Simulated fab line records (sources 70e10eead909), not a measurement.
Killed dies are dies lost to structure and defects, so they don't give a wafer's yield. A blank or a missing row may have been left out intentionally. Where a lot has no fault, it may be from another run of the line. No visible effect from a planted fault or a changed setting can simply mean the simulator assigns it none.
Matching of chambers -- flow nand_harc -- NHARC_P_BONDPAD_DEP_00 on pecvd-01: 3 sister chambers
The step deposits SiCN, target thk 250 nm. 6 wafers are shown with their chamber, then 9 later ones without.

== WAFERS PAIRED WITH THEIR CHAMBERS ==
wafer,chamber,heater_power_w (W),chamber_pressure_Torr (Torr)
L083.4,1,628,2.991
L083.5,0,637,3.009
L083.6,2,621,3.014
L085.2,1,574,3.004
L085.4,2,701,2.998
L085.6,0,644,3.005

== WAFERS WITHOUT THEIR CHAMBER ==
wafer,heater_power_w (W),chamber_pressure_Torr (Torr)
L089.3,612,2.996
L089.4,659,3.001
L089.6,616,3.005
L094.2,665,3.001
L094.3,597,3.010
L094.6,603,3.009
L097.3,623,3.005
L097.5,617,3.003
L097.6,667,2.998

== EACH ONE'S CHAMBER ==
wafer,from the rows above,in truth
L089.3,can't be placed: 1 or 0 or 2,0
L089.4,can't be placed: 2 or 0 or 1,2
L089.6,can't be placed: 0 or 1 or 2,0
L094.2,can't be placed: 2 or 0 or 1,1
L094.3,can't be placed: 0 or 1 or 2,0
L094.6,can't be placed: 0 or 1 or 2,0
L097.3,can't be placed: 0 or 2 or 1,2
L097.5,can't be placed: 0 or 1 or 2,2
L097.6,can't be placed: 2 or 0 or 1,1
Correct placement for 0 of the 9. Not placeable from these rows: 9 (in 9, the candidates include the true chamber). Number placed wrongly: 0.
How it was worked out, from the rows above alone: a wafer's distance from a chamber is the root of the sum, over the readings, of the square of ((its reading less the chamber's mean) divided by the reading's scatter). If the next closest chamber is less than 2 further off than the closest, the wafer can't be placed; otherwise it belongs to the closest. The mean given for a chamber averages the wafers shown for that chamber. The scatter is the square root of a quotient: the sum, over the shown wafers, of each reading's squared deviation from its chamber's mean, divided by wafers minus chambers.
